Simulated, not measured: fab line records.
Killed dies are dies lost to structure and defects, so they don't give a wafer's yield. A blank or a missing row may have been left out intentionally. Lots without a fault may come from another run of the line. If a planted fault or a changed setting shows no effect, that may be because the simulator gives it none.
Which tool did it? :: flow nandHarc :: 6 lots, 18 wafers sampled, at 4 steps of a route of 1302

## WHAT THE GAUGES READ, wafer by wafer
NHARC_A_SIN_REMOVE_INSPECT_04.
lot: L271
measured: day 22 09:19
on: defectInspect-02
rawDefectCount: 1802 1836 1810

lot: L277
measured: day 24 10:21
on: defectInspect-02
rawDefectCount: 407 291 470

lot: L282
measured: day 25 17:34
on: defectInspect-02
rawDefectCount: 400 338 336

lot: L283
measured: day 26 14:07
on: defectInspect-01
rawDefectCount: 306 322 369

lot: L286
measured: day 27 18:04
on: defectInspect-02
rawDefectCount: 424 367 274

lot: L289
measured: day 29 05:17
on: defectInspect-01
rawDefectCount: 264 319 288

## TOOL THAT RAN EACH LOT (tool first, then ch and the chambers of the sampled wafers, then the start)
lot: L271
NHARC_A_SLIT_ETCH_17: harEtch-02 ch 0,1, day 21 21:15
NHARC_A_SLIT_ETCH_29: rieDiel-06 ch 0,2,3, day 22 01:47
NHARC_A_SLIT_PRECLEAN_19: wetBench-06 ch 3,5,6, day 22 02:10

lot: L277
NHARC_A_SLIT_ETCH_17: harEtch-02 ch 0,1, day 23 23:53
NHARC_A_SLIT_ETCH_29: rieDiel-06 ch 0,1,3, day 24 03:08
NHARC_A_SLIT_PRECLEAN_19: wetBench-04 ch 2,4,5, day 24 03:31

lot: L282
NHARC_A_SLIT_ETCH_17: harEtch-01 ch 0,1, day 25 06:26
NHARC_A_SLIT_ETCH_29: rieDiel-08 ch 0,2,3, day 25 10:21
NHARC_A_SLIT_PRECLEAN_19: wetBench-04 ch 3,5,6, day 25 10:44

lot: L283
NHARC_A_SLIT_ETCH_17: harEtch-02 ch 0,1, day 26 02:18
NHARC_A_SLIT_ETCH_29: rieDiel-08 ch 1,2,3, day 26 06:50
NHARC_A_SLIT_PRECLEAN_19: wetBench-06 ch 2,3,4, day 26 07:14

lot: L286
NHARC_A_SLIT_ETCH_17: harEtch-02 ch 0,1, day 27 06:54
NHARC_A_SLIT_ETCH_29: rieDiel-08 ch 0,1,3, day 27 11:25
NHARC_A_SLIT_PRECLEAN_19: wetBench-04 ch 2,3,6, day 27 11:49

lot: L289
NHARC_A_SLIT_ETCH_17: harEtch-02 ch 0,1, day 28 18:13
NHARC_A_SLIT_ETCH_29: rieDiel-08 ch 0,1, day 28 22:07
NHARC_A_SLIT_PRECLEAN_19: wetBench-01 ch 1,2,7, day 28 22:31
- NHARC_A_SLIT_ETCH_17: etches the open film in C4F8/O2/Ar, time 4254.5 s, target depth 20300 nm.
- NHARC_A_SLIT_ETCH_29: etches the open film in CF4/O2, target depth 100 nm, overetch 10 nm, time 55 s.
- NHARC_A_SLIT_PRECLEAN_19: cleans in SC1.

## THE ANSWER, worked out from the rows above alone
Rule: what is usual is taken from the lots themselves. The widest of any qualifying gaps counts: lots, ordered by their means at a reading, are off when they make up no more than a third of the lots, leave a main group of 4 or more, and stand apart from it by 3 or more times the standard deviation of that group's means. A main group whose means are all the same, to the digits that the tables above print for the reading, isn't used. A lot without any number at a reading at which 4 lots or more have one is off too. Any other lot the step has rows for is counted as sound.
Off at NHARC_A_SIN_REMOVE_INSPECT_04 (rawDefectCount): L271. Main group: mean 345, sd 33.
If a tool, at a process step before that reading, ran all the lots that are off and no sound lot after the first of them, it fits. The gauges at NHARC_A_SIN_REMOVE_INSPECT_04 are tried like those tools. None of those tried fits.

## WHAT THE SIMULATOR HAD PUT IN
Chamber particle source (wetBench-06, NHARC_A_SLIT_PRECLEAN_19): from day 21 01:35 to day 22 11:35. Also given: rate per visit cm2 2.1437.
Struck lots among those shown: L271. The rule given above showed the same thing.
